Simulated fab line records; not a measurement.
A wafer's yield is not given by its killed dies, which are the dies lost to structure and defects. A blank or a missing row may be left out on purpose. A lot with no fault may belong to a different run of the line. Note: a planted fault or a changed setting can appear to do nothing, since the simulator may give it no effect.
fab line records	flow nandHarc
[record] lots = 12	wafers = 36	lastDay = 26
route steps=1159 shown THIN_TSV@1120 END@1158
lots untouched by any fault: they come from a run of this same line in which no faults occurred
startH: hours from the record's first day to the start of the lot's first wafer shown	waitH: hours since the lot's step before	" same as the row above	L1.1+2: a row that stands for several wafers	- no value, or no start given	* or withheld: withheld	< > ~ a bound
route shown NAME@n: names a module that has steps shown in the file, with the first one's number in the route	usual: average and standard deviation across the fault-free wafers	same: alike in all rows	chamber/n: place in a boat	sites: each site's reading	_std_site: standard deviation of those values	_edge_site: inner sites' mean taken away from outer sites' mean	radiusMm: how far each site lies from the wafer's centre	mask NAME#n: copy n	behind: tool/chamber where the wafer was last shaped	hold: cause of the lot's hold/its duration in hours/its outcome	device: whichever transistor did not switch (one of n, p or np)	end of line: tests of these same wafers at the route's end	a step given without rows: its recipe and nothing more	killed: at the first sort, the dies lost to defects and structure; wafer yield is something else	map: dies across one wafer; x = killed, . = not, _ = none there
set.NAME: the setting that was run; set.NAME@STEP: the one run at that earlier step	model.NAME: the simulator's own value behind a step, which no gauge read
steps of the route over a sample of lots; a table a step, a row a wafer
services: when a tool's chamber went out of use (startH, in hours from the record's first day, below 0 if earlier), for how many hours, and the reason
[[steps]]
[step NHARC_THIN_TSV_ETCH_15]
[recipe] targetDepthA = 30000	boschTargetOveretchCycles = 2	boschEtchStepS = 2.8	boschDepStepS = 1.2	boschCycles = 14
[usual] drypumpMotorCurrentA = 5.4/0.44
lot.wafer	tool	chamber	startH	waitH	drypumpMotorCurrentA	rfHoursCounterH
L495.3	rieSi-05	0	435.43	-	4.8	0.2
L495.4	"	2	"	"	5.9	0.2
L495.5	"	1	"	"	5.6	-
L498.1	rieSi-02	2	436.61	-	5.0	0.4
L498.2	"	1	"	"	5.9	0.4
L498.5	"	3	"	"	4.9	-
L496.3	rieSi-03	3	437.82	-	5.3	1.1
L496.4	"	0	"	"	6.3	1.0
L496.5	"	2	"	"	5.4	-
L499.2	rieSi-05	1	445.37	-	5.6	0.3
L499.1	"	2	"	"	5.9	0.3
L499.4	"	3	"	"	5.8	0.2
L501.2	rieSi-02	2	458.73	-	5.0	0.7
L501.3	"	3	"	"	4.9	0.6
L501.5	"	1	"	"	5.9	-
L500.4	rieSi-05	0	475.56	-	4.7	0.5
L500.2	"	1	"	"	5.5	0.6
L500.5	"	0	"	"	4.7	-
L504.3	rieSi-02	1	477.68	-	5.9	0.8
L504.2	"	2	"	"	5.0	0.8
L504.4	"	3	"	"	4.9	0.7
L507.3	rieSi-02	1	502.12	-	5.9	1.0
L507.2	"	2	"	"	5.0	1.1
L507.6	"	1	"	"	5.9	-
L510.2	rieSi-05	3	503.58	-	5.7	0.7
L510.4	"	0	"	"	4.7	0.8
L510.5	"	0	"	"	4.8	-
L509.1	rieSi-02	0	527.29	-	5.6	1.0
L509.2	"	1	"	"	5.9	1.2
L509.5	"	3	"	"	4.9	-
L515.2	rieSi-05	2	550.29	-	5.9	1.2
L515.1	"	3	"	"	5.8	1.1
L515.3	"	0	"	"	4.7	1.1
L518.2	rieSi-02	0	606.35	-	5.6	0.1
L518.4	"	1	"	"	5.9	0.1
L518.6	"	2	"	"	5.0	-
[step NHARC_THIN_TSV_PRE_CLEAN_50]
[recipe] timeS = 30	tempC = 280	gas = H2/He
[usual] heaterPowerW = 419/56
lot.wafer	tool	chamber	startH	waitH	heaterPowerW
L495.4	pvdSputter-01	-	-	-	397
L495.3	"	-	"	"	411
L495.5	"	-	"	"	395
L498.2	pvdSputter-01	-	-	-	401
L498.1	"	-	"	"	386
L498.5	"	-	"	"	401
L496.3	pvdSputter-01	-	-	-	427
L496.4	"	-	"	"	417
L496.5	"	-	"	"	437
L499.4	pvdSputter-02	-	-	-	418
L499.1	"	-	"	"	375
L499.2	"	-	"	"	545
L501.2	pvdSputter-01	-	-	-	423
L501.3	"	-	"	"	443
L501.5	"	-	"	"	402
L500.2	pvdSputter-01	-	-	-	391
L500.4	"	-	"	"	424
L500.5	"	-	"	"	416
L504.4	pvdSputter-02	-	-	-	414
L504.3	"	-	"	"	361
L504.2	"	-	"	"	364
L507.3	pvdSputter-02	-	-	-	552
L507.2	"	-	"	"	412
L507.6	"	-	"	"	405
L510.2	pvdSputter-02	-	-	-	364
L510.4	"	-	"	"	358
L510.5	"	-	"	"	409
L509.1	pvdSputter-03	-	-	-	376
L509.2	"	-	"	"	414
L509.5	"	-	"	"	381
L515.1	pvdSputter-01	-	-	-	425
L515.3	"	-	"	"	423
L515.2	"	-	"	"	403
L518.2	pvdSputter-03	-	-	-	471
L518.4	"	-	"	"	412
L518.6	"	-	"	"	464
[step NHARC_THIN_TSV_ETCH_59]
[recipe] targetDepthA = 8800	icpW = 900	biasW = 100	Cl2_flow_sccm = 60	bcl3FlowSccm = 30	timeS = 138.1	chemistry = Cl2/BCl3
[usual] drypumpMotorCurrentA = 5.8/0.37	oesProductAu = 0.999/0.011	throttleValvePct = 22.264/0.0087
lot.wafer	tool	chamber	startH	waitH	drypumpMotorCurrentA	oesProductAu	rfHoursCounterH	throttleValvePct
L495.3	rieMetal-03	1	440.94	0.2	5.4	1.004	-	22.266
L495.4	"	0	"	"	6.0	0.997	-	22.254
L495.5	"	0	"	"	6.0	1.000	-	22.267
L498.2	rieMetal-02	0	442.01	0.1	5.4	0.999	1.3	22.261
L498.1	"	1	"	"	6.3	1.009	1.3	22.267
L498.5	"	0	"	"	5.4	0.989	-	22.275
L496.3	rieMetal-01	0	443.53	0.2	6.2	1.019	-	22.267
L496.4	"	1	"	"	5.5	0.993	-	22.256
L496.5	"	0	"	"	6.2	1.010	-	22.261
L499.2	rieMetal-01	0	450.79	0.1	6.2	1.007	3.5	22.271
L499.1	"	1	"	"	5.5	0.985	3.5	22.273
L499.4	"	1	"	"	5.5	0.995	-	22.255
L501.2	rieMetal-01	1	464.37	0.1	5.5	1.002	3.8	22.273
L501.3	"	0	"	"	6.2	1.010	-	22.268
L501.5	"	0	"	"	6.2	1.010	-	22.266
L500.2	rieMetal-03	0	480.86	0.2	6.0	0.991	0.3	22.255
L500.4	"	0	"	"	6.0	0.987	-	22.266
L500.5	"	0	"	"	6.0	0.994	-	22.268
L504.2	rieMetal-02	0	483.33	0.1	5.4	0.995	2.2	22.255
L504.4	"	0	"	"	5.4	0.986	-	22.266
L504.3	"	1	"	"	6.3	1.013	-	22.271
L507.2	rieMetal-02	1	507.86	0.2	6.3	0.891	-	22.274
L507.3	"	1	"	"	6.4	0.896	-	22.256
L507.6	"	1	"	"	6.3	0.896	-	22.245
L510.2	rieMetal-01	1	508.94	0.1	5.5	0.989	5.4	22.244
L510.4	"	0	"	"	6.1	0.997	-	22.261
L510.5	"	1	"	"	5.5	1.005	-	22.274
L509.2	rieMetal-02	0	532.66	0.1	5.5	0.874	3.4	22.269
L509.1	"	1	"	"	6.3	0.884	4.2	22.267
L509.5	"	0	"	"	5.5	0.882	-	22.264
L515.2	rieMetal-03	1	555.70	0.1	5.4	1.017	2.3	22.252
L515.1	"	0	"	"	6.0	1.004	2.3	22.262
L515.3	"	1	"	"	5.5	1.013	-	22.264
L518.2	rieMetal-02	1	611.84	0.1	6.4	0.996	1.1	22.276
L518.4	"	0	"	"	5.5	1.005	-	22.245
L518.6	"	0	"	"	5.5	1.003	-	22.280
[step NHARC_END_WLT_00]
[usual] VT_DECK1_BOTTOM = 0.874/0.0075	VT_DECK1_BOTTOM_INNER = 0.873/0.0077	VT_DECK1_MEDIAN_NEAR_BOTTOM = 0.874/0.0071	VT_DECK1_MEDIAN_NEAR_BOTTOM_INNER = 0.873/0.0073	VT_DECK1_MIDDLE = 0.887/0.0071	VT_DECK1_MIDDLE_INNER = 0.887/0.0066	VT_DECK1_TOP = 0.899/0.0064	VT_DECK1_TOP_INNER = 0.899/0.007
lot.wafer	tool	chamber	startH	waitH	VT_DECK1_BOTTOM	VT_DECK1_BOTTOM_INNER	VT_DECK1_MEDIAN_NEAR_BOTTOM	VT_DECK1_MEDIAN_NEAR_BOTTOM_INNER	VT_DECK1_MIDDLE	VT_DECK1_MIDDLE_INNER	VT_DECK1_TOP	VT_DECK1_TOP_INNER
L498.1	prober-02	-	457.81	12.3	0.883	0.883	0.875	0.881	0.894	0.891	0.906	0.904
L498.2	"	-	"	"	0.865	0.866	0.871	0.861	0.888	0.883	0.906	0.903
L498.5	"	-	459.79	14.3	0.873	0.877	0.883	0.865	0.887	0.899	0.907	0.904
L495.3	prober-01	-	458.69	13.2	0.874	0.869	0.874	0.877	0.889	0.894	0.898	0.902
L495.4	"	-	"	"	0.865	0.868	0.875	0.863	0.893	0.891	0.902	0.901
L495.5	"	-	"	"	0.881	0.867	0.877	0.882	0.890	0.890	0.897	0.903
L496.3	prober-01	-	472.40	23.4	0.882	0.876	0.879	0.890	0.900	0.893	0.911	0.903
L496.4	"	-	"	"	0.884	0.879	0.883	0.875	0.893	0.890	0.899	0.898
L496.5	"	-	"	"	0.876	0.881	0.873	0.885	0.893	0.891	0.900	0.896
L499.1	prober-02	-	473.40	17.0	0.866	0.869	0.870	0.869	0.891	0.890	0.888	0.892
L499.2	"	-	"	"	0.858	0.863	0.862	0.864	0.883	0.887	0.898	0.886
L499.4	"	-	474.94	18.6	0.870	0.868	0.871	0.867	0.878	0.885	0.891	0.894
L501.2	prober-01	-	479.77	9.8	0.872	0.877	0.877	0.872	0.877	0.892	0.895	0.902
L501.3	"	-	"	"	0.882	0.874	0.882	0.876	0.891	0.884	0.888	0.900
L501.5	"	-	481.26	11.2	0.876	0.872	0.872	0.880	0.882	0.887	0.897	0.890
L504.2	prober-02	-	486.73	0.5	0.875	0.874	0.874	0.872	0.894	0.890	0.901	0.897
L504.3	"	-	"	"	0.891	0.879	0.881	0.888	0.895	0.889	0.894	0.909
L504.4	"	-	"	"	0.871	0.873	0.874	0.872	0.896	0.883	0.902	0.898
L500.2	prober-02	-	494.43	8.2	0.874	0.865	0.866	0.860	0.881	0.888	0.892	0.902
L500.4	"	-	"	"	0.862	0.876	0.869	0.865	0.882	0.886	0.894	0.894
L500.5	"	-	"	"	0.862	0.870	0.868	0.865	0.887	0.880	0.903	0.901
L510.2	prober-02	-	519.19	5.5	0.869	0.864	0.864	0.871	0.876	0.886	0.899	0.904
L510.4	"	-	"	"	0.877	0.871	0.874	0.866	0.880	0.884	0.893	0.901
L510.5	"	-	"	"	0.874	0.875	0.875	0.878	0.888	0.881	0.897	0.899
L515.1	prober-01	-	561.33	0.0	0.884	0.882	0.885	0.882	0.903	0.896	0.901	0.899
L515.2	"	-	"	"	0.885	0.879	0.889	0.891	0.891	0.893	0.912	0.913
L515.3	"	-	"	"	0.889	0.885	0.892	0.892	0.896	0.891	0.902	0.916
L518.2	prober-02	-	616.59	0.5	0.875	0.878	0.882	0.878	0.888	0.885	0.902	0.907
L518.4	"	-	"	"	0.869	0.869	0.868	0.876	0.904	0.881	0.902	0.907
L518.6	"	-	618.58	2.5	0.877	0.876	0.889	0.885	0.897	0.896	0.898	0.904
[step NHARC_END_SORT_01]
[recipe] tempC = 25
[usual] defectLimitedYield = 95.5/1.8	killedAtArray = 27/11	killedAtOther = 0.6/1	killedAtPeriphery = 3.0/2.1	killedDies = 31/12	killedOpen = 3.2/1.7	killedShort = 1.7/1.4	sort_bin_2_pct = 1.4/0.68	sort_bin_3_pct = 0.25/0.2	sort_bin_4_pct = 2.9/1.2	sortNPass = 646/12	sortRimYieldPct = 95.7/2.8	sortYieldPct = 95.5/1.8
[same] grossDies = 677	sort_bin_5_pct[%] = 0	sort_bin_6_pct[%] = 0	sort_bin_7_pct[%] = 0	sort_bin_8_pct[%] = 0	sortRimNGross = 106.00
lot.wafer	tool	chamber	startH	waitH	defectLimitedYield[%]	killedAtArray	killedAtOther	killedAtPeriphery	killedDies	killedOpen	killedShort	sort_bin_2_pct[%]	sort_bin_3_pct[%]	sort_bin_4_pct[%]	sortNPass	sortRimYieldPct[%]	sortYieldPct[%]
L501.2	prober-01	0	483.06	2.8	96.5	20	0	4	24	4	4	1.3	0.44	1.8	653	94.3	96.5
L501.3	prober-01	0	483.86	3.1	97.9	14	0	0	14	0	1	0.3	0.30	1.5	663	99.1	97.9
L501.5	prober-01	0	485.46	3.7	96.6	21	0	2	23	2	1	1.0	0	2.4	654	97.2	96.6
L507.2	prober-01	0	520.03	2.8	0	42	631	4	677	4	1	2.5	93.21	4.3	0	0	0
L507.3	prober-01	0	520.85	3.1	0	35	639	3	677	0	0	1.2	94.53	4.3	0	0	0
L507.6	prober-01	0	523.29	4.1	0	46	626	5	677	4	5	1.8	93.06	5.2	0	0	0
L509.1	prober-02	0	540.05	2.5	0	22	650	5	677	4	3	1.3	96.16	2.5	0	0	0
L509.2	prober-02	0	540.85	2.8	0	32	642	3	677	6	2	1.3	95.27	3.4	0	0	0
L509.5	prober-02	0	543.24	3.7	0	29	646	2	677	7	1	1.0	95.42	3.5	0	0	0
// killed by level:class
L501.2 A_SGD_CUT:chamberFilmFlake=8 A_SLIT:chamberFilmFlake=3 A_WL_FILL:chamberFilmFlake=2 P_CONTACT:geometricParticle:open=1 P_M0:geometricParticle:short=1 A_ONON_D1:geometricParticle:short=1 A_CHANNEL_FILL_D1:geometricParticle:short=1 A_CHANNEL_FILL_D1:geometricParticle:open=1
L501.3 A_SGD_CUT:chamberFilmFlake=6 A_CHANNEL_HOLE_D1:chamberFilmFlake=4 A_STAIRCASE:chamberFilmFlake=3 A_CHANNEL_HOLE_D1:geometricParticle:short=1
L501.5 A_SGD_CUT:chamberFilmFlake=9 A_CHANNEL_HOLE_D1:chamberFilmFlake=5 A_SLIT:chamberFilmFlake=2 P_CONTACT:geometricParticle:open=1 A_WL_FILL:geometricParticle:short=1 A_CONTACT:geometricParticle:open=1 P_GATE:chamberFilmFlake=1 A_STAIRCASE:chamberFilmFlake=1
L507.2 THIN_TSV:areaEtch=631 A_SLIT:chamberFilmFlake=14 A_CHANNEL_HOLE_D1:chamberFilmFlake=13 A_CONTACT:chamberFilmFlake=6 P_GATE:chamberFilmFlake=4 A_STAIRCASE:chamberFilmFlake=3 A_ONON_D1:geometricParticle:open=2 A_CHANNEL_FILL_D1:geometricParticle:open=1
L507.3 THIN_TSV:areaEtch=639 A_SLIT:chamberFilmFlake=17 A_CHANNEL_HOLE_D1:chamberFilmFlake=10 A_STAIRCASE:chamberFilmFlake=5 A_CONTACT:chamberFilmFlake=3 P_GATE:chamberFilmFlake=2 P_ZERO_WELL:chamberFilmFlake=1
L507.6 THIN_TSV:areaEtch=626 A_CHANNEL_HOLE_D1:chamberFilmFlake=18 A_SLIT:chamberFilmFlake=13 A_STAIRCASE:chamberFilmFlake=4 A_CONTACT:chamberFilmFlake=4 A_WL_FILL:geometricParticle:short=2 P_GATE:chamberFilmFlake=2 P_CONTACT:geometricParticle:short=1
L509.1 THIN_TSV:areaEtch=650 A_CHANNEL_HOLE_D1:chamberFilmFlake=11 A_CONTACT:chamberFilmFlake=4 P_CONTACT:geometricParticle:open=3 A_SLIT:chamberFilmFlake=2 P_M1:geometricParticle:short=1 A_SGD_CUT:geometricParticle:short=1 A_WL_FILL:geometricParticle:short=1
L509.2 THIN_TSV:areaEtch=641 A_CHANNEL_HOLE_D1:chamberFilmFlake=19 A_CONTACT:chamberFilmFlake=3 P_M0:geometricParticle:open=2 A_SOURCE_PLATE:geometricParticle:open=2 A_CONTACT:geometricParticle:open=2 A_STAIRCASE:chamberFilmFlake=2 A_SLIT:chamberFilmFlake=2
L509.5 THIN_TSV:areaEtch=645 A_CHANNEL_HOLE_D1:chamberFilmFlake=17 A_STAIRCASE:chamberFilmFlake=3 P_M0:geometricParticle:open=2 A_CONTACT:chamberFilmFlake=2 A_SOURCE_PLATE:geometricParticle:open=1 A_WL_FILL:geometricParticle:short=1 A_CONTACT:geometricParticle:open=1
[[services]]
tool	chamber	startH	hours	kind
rieSi-03	2	415.42	17.0	repair
rieSi-05	-	416.00	9.0	pm
rieMetal-03	-	453.00	9.0	pm
pvdSputter-03	-	458.10	10.0	pm
rieSi-02	-	473.29	0.3	repair
rieMetal-03	-	493.39	1.0	repair
rieMetal-02	0	506.31	22.0	repair
rieSi-03	-	509.00	9.0	pm
rieMetal-01	-	509.16	9.0	pm
pvdSputter-01	-	514.06	10.0	pm
pvdSputter-02	-	555.14	9.6	repair
rieMetal-02	-	565.00	9.0	pm
rieSi-02	-	565.00	9.0	pm
rieSi-02	0	565.00	9.0	ventCycle
rieSi-02	1	565.00	9.0	ventCycle
rieSi-02	2	565.00	9.0	ventCycle
rieSi-02	3	565.00	9.0	ventCycle
pvdSputter-02	-	570.01	10.0	pm
pvdSputter-03	-	570.33	2.0	repair
rieSi-02	0	574.00	-	clean
rieSi-05	3	579.45	42.7	repair
rieSi-05	-	593.00	9.0	pm
rieSi-02	0	593.65	0.9	repair
pvdSputter-02	-	600.15	1.1	repair
[[key]]
[firstSign] step = NHARC_THIN_TSV_ETCH_59	reading = oesProductAu	direction = down	sigmas = 11	usual = 0.999	struck = 0.887
[effect] step = NHARC_END_SORT_01	reading = killedAtOther	direction = up	sigmas = 99+	usual = 0.6	struck = 639
[moreKillsBornAt] NHARC_THIN_TSV_ETCH_59@rieMetal-02 = 3832
metAt NHARC_THIN_TSV_ETCH_59
struckLots L507,L509
laterRowsLeftOut L507.2,L507.3,L507.6,L509.1,L509.2,L509.5
notActingAt NHARC_THIN_TSV_ETCH_15,NHARC_THIN_TSV_PRE_CLEAN_50,NHARC_END_WLT_00
onsetBetween 483.33 507.86
[fault] kind = processParameterDrift	tool = rieMetal-02	chamber = -	onsetH = 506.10	steps = NHARC_THIN_TSV_ETCH_59	channel = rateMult	offset = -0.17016	shape = step	endH = 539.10
// laterRowsLeftOut: the simulator's readings of these wafers behind a module that went badly wrong aren't trusted and aren't shown, but for the sort
